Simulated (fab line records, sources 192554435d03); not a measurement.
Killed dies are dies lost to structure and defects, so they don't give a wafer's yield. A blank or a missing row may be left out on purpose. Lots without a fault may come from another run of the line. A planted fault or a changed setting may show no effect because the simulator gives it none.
Chamber matching | flow n5_finfet | N5_BEOL_M3_ALD_84 on ald_metal-03: 4 sister chambers
The step deposits TaN, pulse time 2 s, purge time 3 s, co reactant purge time 2 s. 4 wafers are shown with their chamber, then 7 later ones without.

WAFERS WITH THEIR CHAMBER
wafer  | chamber | heater_power_w (W)
L084.3 | 0       | 461
L086.1 | 2       | 382
L091.4 | 1       | 390
L091.5 | 3       | 479

WAFERS WITHOUT THEIR CHAMBER
wafer  | heater_power_w (W)
L091.6 | 387
L093.3 | 386
L093.5 | 472
L093.6 | 476
L095.3 | 389
L095.4 | 385
L095.5 | 391

WHICH CHAMBER EACH WENT THROUGH
wafer  | from the rows above     | in truth
L091.6 | can't be placed: 1 or 2 | 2
L093.3 | can't be placed: 1 or 2 | 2
L093.5 | can't be placed: 3 or 0 | 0
L093.6 | 3                       | 3
L095.3 | can't be placed: 1 or 2 | 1
L095.4 | can't be placed: 2 or 1 | 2
L095.5 | 1                       | 1
Placed correctly: 2 of 7. Can't be placed from these rows: 5 (the true chamber is among the candidates in 5). Placed wrongly: 0.
How it was worked out, from the rows above alone: a wafer's distance from a chamber is the root of the sum, over the readings, of the square of ((its reading less the chamber's mean) divided by the reading's scatter). The wafer belongs to the nearest chamber; if the next one is less than 2 further off, it can't be placed. A chamber's mean is the mean of its shown wafers. The scatter: with one shown wafer a chamber, the root of the mean of the squares of how far each hidden wafer lies from its nearest shown one.
